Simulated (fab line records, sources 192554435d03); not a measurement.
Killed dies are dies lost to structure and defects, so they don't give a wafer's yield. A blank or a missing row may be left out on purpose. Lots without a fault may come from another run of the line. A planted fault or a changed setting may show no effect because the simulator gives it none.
Chamber matching | flow n5_finfet | N5_BEOL_M0_SAQP_DESCUM_19 on rie_diel-04: 4 sister chambers
The step chemistry O2, time 7.9 s. 4 wafers are shown with their chamber, then 8 later ones without.

WAFERS WITH THEIR CHAMBER
wafer  | chamber | drypump_motor_current_A (A)
L091.3 | 3       | 6.0
L091.4 | 0       | 6.3
L091.6 | 2       | 4.7
L092.4 | 1       | 5.4

WAFERS WITHOUT THEIR CHAMBER
wafer  | drypump_motor_current_A (A)
L092.5 | 6.0
L092.6 | 4.7
L093.1 | 6.3
L093.4 | 4.8
L093.6 | 4.8
L094.1 | 4.8
L094.2 | 5.4
L094.3 | 6.3

WHICH CHAMBER EACH WENT THROUGH
wafer  | from the rows above | in truth
L092.5 | 3                   | 3
L092.6 | 2                   | 2
L093.1 | 0                   | 0
L093.4 | 2                   | 2
L093.6 | 2                   | 2
L094.1 | 2                   | 2
L094.2 | 1                   | 1
L094.3 | 0                   | 0
Placed correctly: 8 of 8. Can't be placed from these rows: 0. Placed wrongly: 0.
How it was worked out, from the rows above alone: a wafer's distance from a chamber is the root of the sum, over the readings, of the square of ((its reading less the chamber's mean) divided by the reading's scatter). The wafer belongs to the nearest chamber; if the next one is less than 2 further off, it can't be placed. A chamber's mean is the mean of its shown wafers. The scatter: with one shown wafer a chamber, the root of the mean of the squares of how far each hidden wafer lies from its nearest shown one.
